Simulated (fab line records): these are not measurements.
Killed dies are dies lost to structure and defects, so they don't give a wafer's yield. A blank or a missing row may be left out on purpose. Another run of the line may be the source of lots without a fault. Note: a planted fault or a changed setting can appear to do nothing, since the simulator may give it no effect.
fab line records + flow n5Finfet + part 2 of 2: steps 5 to 6 of 6
record
- lots=24
- wafers=72
- lastDay=17
route steps=1938 shown STI_FIN_REVEAL@196 DUMMY_GATE@214 SD_EPI_N@270
lots with no fault: from the same line, run without faults
startH: hours from the record's first day to the start of the lot's first wafer shown + waitH: hours since the lot's step before + " as in the row above + L1.1+2: a single row standing in for several wafers + - no value present, or no start provided + * or withheld: withheld + < > ~ a bound
route shown NAME@n: names a module that has steps shown in the file, with the first one's number in the route + usual: mean/standard deviation taken from wafers without a fault + same: alike in all rows + chamber/n: place in a boat + sites: each site's reading + _std_site: their standard deviation + _edge_site: the outer-site mean with the inner-site mean subtracted + radiusMm: how far each site lies from the wafer's centre + mask NAME#n: copy n + behind: the last tool/chamber to shape the wafer + hold: why the lot went on hold/how many hours it stayed there/how the hold came to an end + device: whichever transistor did not switch (one of n, p or np) + end of line: the same wafers' tests at the end of the route + where a step has no rows: the recipe by itself + killed: the dies lost at the first sort to structure and to defects; this is not the yield of the wafer + map: the dies of a wafer, with x for killed, . for not killed, _ for no die there
set.NAME: setting as actually run; set.NAME@STEP: the setting as run at that earlier step + model.NAME: the simulator's own value behind a step, which no gauge read
the route's steps for a sample of lots (tables are steps, rows are wafers)
services: when a tool's chamber went out of use (startH, in hours from the record's first day, below 0 if earlier), for how many hours, and the reason
## steps
# step N5_SD_EPI_N_ETCH_34
# recipe
- chemistry=CF4
- target=SiARC
- targetDepthA=455
- maskMaterial=CAR-ArF-block
- timeS=75.8
- ionEnergyEv=80
- pressureMtorr=40
- sourceW=545
- biasW=36
- Ar_flow_sccm=100
- cf4FlowSccm=100
- ends=cleared
# usual
- chamberPressureMTorr=40.00/0.036
- drypumpMotorCurrentA=5.8/0.41
- etchRfOnTimeS=76.1/1
- oesProductAu=0.64/0.048
- rfVppV=184.2/1.1
- showerheadPlenumPTorr=2.16/0.048
- throttleValvePct=15.72/0.14
| lot.wafer | tool       | chamber | startH | waitH | chamberPressureMTorr | drypumpMotorCurrentA | etchRfOnTimeS | oesProductAu | rfHoursCounterH | rfVppV | showerheadPlenumPTorr | throttleValvePct |
|-----------|------------|---------|--------|-------|----------------------|----------------------|---------------|--------------|-----------------|--------|-----------------------|------------------|
| L074.1    | rieDiel-04 | 0       | 47.08  | 0.0   | 40.02                | 5.4                  | 77.3          | 0.62         | 186             | 184.4  | 2.13                  | 15.56            |
| L074.3    | "          | 1       | "      | "     | 40.00                | 5.7                  | 75.7          | 0.69         | 98              | 185.5  | 2.24                  | 15.77            |
| L074.5    | "          | 3       | "      | "     | 39.99                | 6.1                  | 76.1          | 0.61         | -               | 184.2  | 2.12                  | 15.69            |
| L075.3    | rieDiel-03 | 1       | 54.79  | 0.0   | 40.04                | 6.0                  | 75.4          | 0.61         | 203             | 183.2  | 2.13                  | 15.91            |
| L075.5    | "          | 1       | "      | "     | 40.02                | 6.0                  | 76.1          | 0.61         | -               | 183.5  | 2.13                  | 15.91            |
| L075.6    | "          | 0       | "      | "     | 40.05                | 5.5                  | 75.9          | 0.62         | -               | 183.8  | 2.21                  | 15.56            |
| L076.1    | rieDiel-03 | 0       | 63.52  | 0.0   | 39.95                | 5.5                  | 76.1          | 0.62         | 185             | 184.1  | 2.21                  | 15.57            |
| L076.4    | "          | 1       | "      | "     | 39.99                | 6.0                  | 76.3          | 0.60         | 206             | 184.1  | 2.13                  | 15.92            |
| L076.5    | "          | 3       | "      | "     | 39.97                | 6.2                  | 76.0          | 0.63         | -               | 183.8  | 2.12                  | 15.69            |
| L077.1    | rieDiel-01 | 3       | 67.71  | 0.0   | 40.04                | 6.1                  | 74.7          | 0.79         | 11              | 183.8  | 2.19                  | 15.57            |
| L077.4    | "          | 1       | "      | "     | 40.03                | 6.6                  | 75.5          | 0.64         | 157             | 185.9  | 2.14                  | 15.82            |
| L077.6    | "          | 2       | "      | "     | 40.05                | 5.9                  | 75.7          | 0.68         | -               | 185.6  | 2.16                  | 15.39            |
| L078.1    | rieDiel-03 | 0       | 73.18  | 0.0   | 40.01                | 5.5                  | 76.8          | 0.61         | 190             | 184.8  | 2.21                  | 15.56            |
| L078.2    | "          | 1       | "      | "     | 39.93                | 6.0                  | 76.1          | 0.61         | 210             | 184.5  | 2.12                  | 15.92            |
| L078.3    | "          | 3       | "      | "     | 40.00                | 6.1                  | 77.0          | 0.61         | 200             | 185.2  | 2.12                  | 15.68            |
| L079.2    | rieDiel-03 | 2       | 79.23  | 0.0   | 39.99                | 5.8                  | 78.5          | 0.62         | 145             | 184.4  | 2.14                  | 15.71            |
| L079.3    | "          | 3       | "      | "     | 40.03                | 6.2                  | 76.3          | 0.62         | 203             | 184.7  | 2.12                  | 15.69            |
| L079.5    | "          | 2       | "      | "     | 40.00                | 5.8                  | 78.6          | 0.62         | -               | 185.1  | 2.14                  | 15.70            |
| L080.1    | rieDiel-04 | 2       | 86.56  | 0.0   | 40.04                | 5.1                  | 75.6          | 0.64         | 159             | 183.2  | 2.14                  | 15.84            |
| L080.2    | "          | 0       | "      | "     | 39.93                | 5.4                  | 77.1          | 0.61         | 196             | 185.6  | 2.12                  | 15.59            |
| L080.6    | "          | 2       | "      | "     | 40.07                | 5.1                  | 75.7          | 0.64         | -               | 182.6  | 2.14                  | 15.85            |
| L081.2    | rieDiel-01 | 0       | 92.43  | 0.0   | 39.98                | 6.5                  | 75.3          | 0.84         | 1               | 186.1  | 2.28                  | 15.57            |
| L081.4    | "          | 3       | "      | "     | 40.08                | 6.1                  | 74.4          | 0.77         | 24              | 183.6  | 2.19                  | 15.61            |
| L081.5    | "          | 1       | "      | "     | 39.99                | 6.6                  | 75.1          | 0.64         | -               | 183.8  | 2.14                  | 15.84            |
| L082.3    | rieDiel-03 | 2       | 101.83 | 0.0   | 39.98                | 5.8                  | 78.5          | 0.62         | 154             | 183.9  | 2.13                  | 15.74            |
| L082.4    | "          | 1       | "      | "     | 39.94                | 6.0                  | 76.8          | 0.60         | 222             | 182.7  | 2.12                  | 15.93            |
| L082.5    | "          | 1       | "      | "     | 39.98                | 6.0                  | 76.7          | 0.60         | -               | 185.0  | 2.12                  | 15.93            |
| L083.1    | rieDiel-04 | 2       | 105.72 | 0.0   | 39.97                | 5.2                  | 75.1          | 0.65         | 164             | 184.2  | 2.14                  | 15.83            |
| L083.3    | "          | 1       | "      | "     | 39.95                | 5.7                  | 75.3          | 0.68         | 114             | 184.2  | 2.24                  | 15.81            |
| L083.5    | "          | 1       | "      | "     | 40.01                | 5.7                  | 74.6          | 0.69         | -               | 183.0  | 2.24                  | 15.79            |
| L084.1    | rieDiel-01 | 2       | 112.27 | 0.0   | 40.05                | 5.9                  | 76.6          | 0.66         | 122             | 183.5  | 2.16                  | 15.45            |
| L084.3    | "          | 0       | "      | "     | 40.02                | 6.5                  | 75.7          | 0.79         | 9               | 184.7  | 2.28                  | 15.60            |
| L084.5    | "          | 1       | "      | "     | 39.98                | 6.6                  | 75.6          | 0.63         | -               | 183.4  | 2.13                  | 15.86            |
| L085.2    | rieDiel-03 | 2       | 117.13 | 0.0   | 40.03                | 5.8                  | 77.8          | 0.61         | 160             | 183.8  | 2.13                  | 15.74            |
| L085.4    | "          | 3       | "      | "     | 40.00                | 6.1                  | 75.4          | 0.62         | 213             | 183.0  | 2.12                  | 15.72            |
| L085.5    | "          | 0       | "      | "     | 39.99                | 5.5                  | 75.4          | 0.61         | -               | 185.4  | 2.21                  | 15.61            |
| L086.2    | rieDiel-04 | 2       | 125.69 | 0.0   | 40.03                | 5.2                  | 75.6          | 0.63         | 169             | 185.1  | 2.14                  | 15.87            |
| L086.4    | "          | 1       | "      | "     | 40.02                | 5.7                  | 75.3          | 0.68         | 119             | 184.5  | 2.23                  | 15.82            |
| L086.6    | "          | 3       | "      | "     | 40.01                | 6.0                  | 76.6          | 0.60         | -               | 182.9  | 2.12                  | 15.74            |
| L087.2    | rieDiel-04 | 2       | 129.00 | 0.0   | 40.06                | 5.1                  | 75.0          | 0.64         | 171             | 182.8  | 2.13                  | 15.88            |
| L087.3    | "          | 3       | "      | "     | 40.00                | 6.1                  | 76.0          | 0.60         | 235             | 184.5  | 2.12                  | 15.74            |
| L087.4    | "          | 0       | "      | "     | 40.00                | 5.4                  | 77.1          | 0.61         | 208             | 185.3  | 2.12                  | 15.63            |
| L088.3    | rieDiel-01 | 2       | 133.03 | 0.0   | 39.96                | 5.9                  | 75.5          | 0.66         | 129             | 182.9  | 2.15                  | 15.47            |
| L088.4    | "          | 1       | "      | "     | 40.02                | 6.6                  | 74.8          | 0.63         | 183             | 185.6  | 2.13                  | 15.87            |
| L088.5    | "          | 1       | "      | "     | 40.03                | 6.7                  | 73.9          | 0.64         | -               | 184.1  | 2.13                  | 15.87            |
| L089.1    | rieDiel-04 | 1       | 138.79 | 0.0   | 40.00                | 5.7                  | 74.8          | 0.68         | 124             | 186.8  | 2.23                  | 15.82            |
| L089.3    | "          | 0       | "      | "     | 40.03                | 5.4                  | 77.2          | 0.60         | 212             | 183.0  | 2.12                  | 15.61            |
| L089.4    | "          | 3       | "      | "     | 40.01                | 6.0                  | 76.5          | 0.59         | 239             | 181.8  | 2.11                  | 15.74            |
| L090.1    | rieDiel-01 | 2       | 151.66 | 0.0   | 40.06                | 5.9                  | 76.1          | 0.66         | 137             | 185.9  | 2.15                  | 15.47            |
| L090.2    | "          | 3       | "      | "     | 40.04                | 6.1                  | 75.0          | 0.73         | 44              | 183.1  | 2.18                  | 15.62            |
| L090.3    | "          | 0       | "      | "     | 40.01                | 6.4                  | 76.0          | 0.77         | 21              | 184.6  | 2.27                  | 15.61            |
| L091.1    | rieDiel-04 | 1       | 157.41 | 0.0   | 39.97                | 5.7                  | 75.2          | 0.66         | 131             | 184.5  | 2.23                  | 15.83            |
| L091.2    | "          | 2       | "      | "     | 40.04                | 5.1                  | 75.7          | 0.62         | 181             | 184.8  | 2.13                  | 15.88            |
| L091.5    | "          | 2       | "      | "     | 39.98                | 5.1                  | 75.5          | 0.63         | -               | 184.4  | 2.13                  | 15.89            |
| L092.1    | rieDiel-04 | 3       | 159.65 | 0.0   | 39.93                | 6.0                  | 76.7          | 0.59         | 247             | 182.7  | 2.11                  | 15.77            |
| L092.4    | "          | 2       | "      | "     | 40.06                | 5.2                  | 75.7          | 0.62         | 182             | 184.5  | 2.13                  | 15.89            |
| L092.5    | "          | 2       | "      | "     | 39.99                | 5.2                  | 75.2          | 0.63         | -               | 184.2  | 2.13                  | 15.88            |
| L093.1    | rieDiel-04 | 2       | 172.15 | 0.0   | 40.00                | 5.2                  | 74.8          | 0.63         | 187             | 183.6  | 2.13                  | 15.91            |
| L093.2    | "          | 1       | "      | "     | 39.97                | 5.7                  | 75.0          | 0.66         | 136             | 184.6  | 2.23                  | 15.85            |
| L093.5    | "          | 1       | "      | "     | 40.04                | 5.7                  | 75.2          | 0.66         | -               | 184.7  | 2.23                  | 15.84            |
| L094.2    | rieDiel-04 | 1       | 173.09 | 0.0   | 40.02                | 5.7                  | 76.2          | 0.66         | 137             | 184.8  | 2.23                  | 15.84            |
| L094.3    | "          | 2       | "      | "     | 40.00                | 5.1                  | 75.6          | 0.62         | 188             | 184.9  | 2.13                  | 15.88            |
| L094.5    | "          | 2       | "      | "     | 40.00                | 5.1                  | 75.5          | 0.62         | -               | 182.6  | 2.13                  | 15.88            |
| L095.2    | rieDiel-04 | 0       | 177.59 | 0.0   | 40.00                | 5.4                  | 78.6          | 0.59         | 227             | 183.7  | 2.11                  | 15.65            |
| L095.4    | "          | 1       | "      | "     | 39.96                | 5.7                  | 75.9          | 0.66         | -               | 184.7  | 2.23                  | 15.85            |
| L095.6    | "          | 2       | "      | "     | 40.04                | 5.1                  | 76.1          | 0.62         | -               | 183.1  | 2.13                  | 15.92            |
| L096.1    | rieDiel-01 | 0       | 186.84 | 0.0   | 40.04                | 6.5                  | 75.8          | 0.75         | 32              | 185.3  | 2.27                  | 15.66            |
| L096.2    | "          | 1       | "      | "     | 39.99                | 6.6                  | 75.1          | 0.62         | 201             | 184.1  | 2.13                  | 15.89            |
| L096.6    | "          | 3       | "      | "     | 39.99                | 6.1                  | 75.4          | 0.72         | -               | 183.4  | 2.17                  | 15.68            |
| L097.1    | rieDiel-03 | 3       | 192.03 | 0.0   | 40.02                | 6.1                  | 76.9          | 0.59         | 241             | 184.3  | 2.11                  | 15.77            |
| L097.2    | "          | 2       | "      | "     | 40.01                | 5.8                  | 79.1          | 0.59         | 187             | 184.4  | 2.12                  | 15.79            |
| L097.4    | "          | 3       | "      | "     | 40.03                | 6.1                  | 76.3          | 0.59         | -               | 184.6  | 2.11                  | 15.77            |
# step N5_SD_EPI_N_STRIP_38
# recipe
- chemistry=N2/H2
- powerW=1000
- tempC=250
- h2Frac=0.65
- overashFraction=0.3
- pressureMtorr=withheld
- n2FlowSccm=1750
- h2FlowSccm=3250
# usual
- drypumpMotorCurrentA=5.83/0.05
- heaterPowerW=351/38
- oesProductAu=0.761/0.011
| lot.wafer | tool           | chamber | startH | waitH | drypumpMotorCurrentA | heaterPowerW | oesProductAu | rfHoursCounterH |
|-----------|----------------|---------|--------|-------|----------------------|--------------|--------------|-----------------|
| L074.1    | plasmaAsher-01 | 0       | 47.83  | 0.1   | 5.82                 | 363          | 0.748        | 80              |
| L074.3    | "              | 0       | "      | "     | 5.81                 | 361          | 0.753        | -               |
| L074.5    | "              | 0       | "      | "     | 5.83                 | 363          | 0.745        | -               |
| L075.3    | plasmaAsher-02 | 1       | 55.56  | 0.1   | 5.76                 | 329          | 0.752        | -               |
| L075.5    | "              | 0       | "      | "     | 5.89                 | 398          | 0.757        | -               |
| L075.6    | "              | 1       | "      | "     | 5.79                 | 337          | 0.764        | -               |
| L076.1    | plasmaAsher-01 | 1       | 64.27  | 0.1   | 5.83                 | 307          | 0.778        | 83              |
| L076.4    | "              | 1       | "      | "     | 5.88                 | 301          | 0.749        | -               |
| L076.5    | "              | 0       | "      | "     | 5.82                 | 371          | 0.756        | -               |
| L077.1    | plasmaAsher-01 | 0       | 68.46  | 0.1   | 5.85                 | 361          | 0.776        | 84              |
| L077.4    | "              | 0       | "      | "     | 5.83                 | 353          | 0.778        | -               |
| L077.6    | "              | 1       | "      | "     | 5.88                 | 310          | 0.765        | -               |
| L078.1    | plasmaAsher-02 | 0       | 73.93  | 0.1   | 5.93                 | 410          | 0.751        | 37              |
| L078.2    | "              | 1       | "      | "     | 5.76                 | 321          | 0.764        | 37              |
| L078.3    | "              | 0       | "      | "     | 5.88                 | 401          | 0.757        | -               |
| L079.2    | plasmaAsher-01 | 1       | 79.98  | 0.1   | 5.85                 | 307          | 0.753        | 86              |
| L079.3    | "              | 1       | "      | "     | 5.83                 | 309          | 0.776        | -               |
| L079.5    | "              | 1       | "      | "     | 5.84                 | 310          | 0.738        | -               |
| L080.1    | plasmaAsher-02 | 0       | 87.31  | 0.1   | 5.87                 | 415          | 0.768        | 39              |
| L080.2    | "              | 1       | "      | "     | 5.75                 | 329          | 0.762        | 39              |
| L080.6    | "              | 1       | "      | "     | 5.80                 | 332          | 0.752        | -               |
| L081.2    | plasmaAsher-01 | 1       | 93.18  | 0.1   | 5.88                 | 303          | 0.749        | 90              |
| L081.4    | "              | 1       | "      | "     | 5.81                 | 309          | 0.755        | -               |
| L081.5    | "              | 1       | "      | "     | 5.78                 | 305          | 0.752        | -               |
| L082.3    | plasmaAsher-02 | 1       | 102.59 | 0.1   | 5.80                 | 333          | 0.762        | -               |
| L082.4    | "              | 0       | "      | "     | 5.92                 | 410          | 0.745        | -               |
| L082.5    | "              | 1       | "      | "     | 5.76                 | 336          | 0.763        | -               |
| L083.1    | plasmaAsher-01 | 0       | 106.47 | 0.1   | 5.83                 | 357          | 0.769        | 92              |
| L083.3    | "              | 1       | "      | "     | 5.82                 | 310          | 0.741        | -               |
| L083.5    | "              | 0       | "      | "     | 5.83                 | 360          | 0.773        | -               |
| L084.1    | plasmaAsher-01 | 1       | 113.02 | 0.1   | 5.83                 | 310          | 0.767        | 94              |
| L084.3    | "              | 0       | "      | "     | 5.85                 | 368          | 0.751        | -               |
| L084.5    | "              | 0       | "      | "     | 5.85                 | 366          | 0.758        | -               |
| L085.2    | plasmaAsher-01 | 0       | 117.87 | 0.1   | 5.84                 | 363          | 0.766        | 95              |
| L085.4    | "              | 0       | "      | "     | 5.82                 | 367          | 0.747        | -               |
| L085.5    | "              | 1       | "      | "     | 5.77                 | 305          | 0.779        | -               |
| L086.2    | plasmaAsher-02 | 0       | 126.44 | 0.1   | 5.89                 | 412          | 0.754        | 45              |
| L086.4    | "              | 0       | "      | "     | 5.90                 | 412          | 0.769        | -               |
| L086.6    | "              | 1       | "      | "     | 5.74                 | 328          | 0.747        | -               |
| L087.2    | plasmaAsher-01 | 0       | 129.75 | 0.1   | 5.82                 | 371          | 0.743        | 96              |
| L087.3    | "              | 1       | "      | "     | 5.81                 | 310          | 0.749        | -               |
| L087.4    | "              | 0       | "      | "     | 5.83                 | 356          | 0.779        | -               |
| L088.3    | plasmaAsher-02 | 0       | 133.80 | 0.1   | 5.87                 | 398          | 0.764        | -               |
| L088.4    | "              | 1       | "      | "     | 5.79                 | 333          | 0.772        | -               |
| L088.5    | "              | 1       | "      | "     | 5.78                 | 336          | 0.758        | -               |
| L089.1    | plasmaAsher-01 | 1       | 139.54 | 0.1   | 5.87                 | 303          | 0.759        | 99              |
| L089.3    | "              | 0       | "      | "     | 5.82                 | 358          | 0.758        | -               |
| L089.4    | "              | 1       | "      | "     | 5.81                 | 314          | 0.760        | -               |
| L090.1    | plasmaAsher-01 | 0       | 152.41 | 0.1   | 5.84                 | 360          | 0.765        | 100             |
| L090.2    | "              | 1       | "      | "     | 5.86                 | 302          | 0.746        | 100             |
| L090.3    | "              | 0       | "      | "     | 5.84                 | 361          | 0.754        | -               |
| L091.1    | plasmaAsher-01 | 0       | 158.16 | 0.1   | 5.83                 | 361          | 0.759        | 101             |
| L091.2    | "              | 1       | "      | "     | 5.90                 | 310          | 0.775        | 101             |
| L091.5    | "              | 1       | "      | "     | 5.88                 | 307          | 0.764        | -               |
| L092.1    | plasmaAsher-02 | 1       | 160.40 | 0.1   | 5.81                 | 333          | 0.756        | 53              |
| L092.4    | "              | 1       | "      | "     | 5.78                 | 326          | 0.759        | -               |
| L092.5    | "              | 0       | "      | "     | 5.89                 | 400          | 0.756        | -               |
| L093.1    | plasmaAsher-01 | 1       | 172.89 | 0.1   | 5.85                 | 319          | 0.762        | 104             |
| L093.2    | "              | 0       | "      | "     | 5.83                 | 366          | 0.758        | 104             |
| L093.5    | "              | 1       | "      | "     | 5.86                 | 308          | 0.770        | -               |
| L094.2    | plasmaAsher-02 | 0       | 173.84 | 0.1   | 5.90                 | 419          | 0.762        | 55              |
| L094.3    | "              | 0       | "      | "     | 5.86                 | 396          | 0.744        | -               |
| L094.5    | "              | 0       | "      | "     | 5.88                 | 406          | 0.772        | -               |
| L095.2    | plasmaAsher-02 | 1       | 178.34 | 0.1   | 5.75                 | 332          | 0.762        | 56              |
| L095.4    | "              | 0       | "      | "     | 5.95                 | 410          | 0.767        | -               |
| L095.6    | "              | 0       | "      | "     | 5.90                 | 406          | 0.757        | -               |
| L096.1    | plasmaAsher-02 | 1       | 187.58 | 0.1   | 5.74                 | 325          | 0.759        | 58              |
| L096.2    | "              | 0       | "      | "     | 5.89                 | 414          | 0.755        | 58              |
| L096.6    | "              | 0       | "      | "     | 5.88                 | 403          | 0.771        | -               |
| L097.1    | plasmaAsher-02 | 1       | 192.78 | 0.1   | 5.75                 | 330          | 0.778        | 58              |
| L097.2    | "              | 0       | "      | "     | 5.92                 | 396          | 0.769        | 58              |
| L097.4    | "              | 1       | "      | "     | 5.74                 | 330          | 0.751        | -               |
## services
| tool         | chamber | startH | hours | kind   |
|--------------|---------|--------|-------|--------|
| rieDiel-06   | 0       | 10.41  | 8.6   | repair |
| rieDiel-05   | 1       | 25.52  | 5.6   | repair |
| rieDiel-06   | 3       | 28.31  | 5.2   | repair |
| aldSin-03    | -       | 33.68  | 0.3   | repair |
| rieDiel-05   | 1       | 35.94  | 9.7   | repair |
| rieDiel-06   | 2       | 40.57  | 3.8   | repair |
| rieDiel-04   | 2       | 44.97  | 6.9   | repair |
| rieDiel-04   | -       | 59.15  | 0.5   | repair |
| rieDiel-04   | -       | 63.20  | 14.6  | pm     |
| aldSin-03    | 2       | 78.97  | 1.4   | repair |
| aldSin-02    | 2       | 79.01  | 4.0   | repair |
| aldSin-03    | -       | 85.46  | 14.0  | pm     |
| rieDiel-05   | 3       | 87.43  | 14.2  | repair |
| rieDiel-03   | 3       | 90.78  | 8.7   | repair |
| rieDiel-06   | 1       | 113.05 | 1.8   | repair |
| aldSin-03    | -       | 114.28 | 0.5   | repair |
| rieDiel-03   | 2       | 120.65 | 6.2   | repair |
| aldSin-03    | -       | 132.48 | 2.8   | pm     |
| rieDiel-05   | 0       | 134.07 | 5.7   | repair |
| vaporEtch-02 | 0       | 153.46 | 4.1   | repair |
| rieDiel-03   | 0       | 155.80 | 6.7   | repair |
| aldSin-02    | 3       | 156.59 | 14.0  | repair |
| aldSin-03    | -       | 166.32 | 13.6  | repair |
| vaporEtch-01 | -       | 188.59 | 14.6  | pm     |
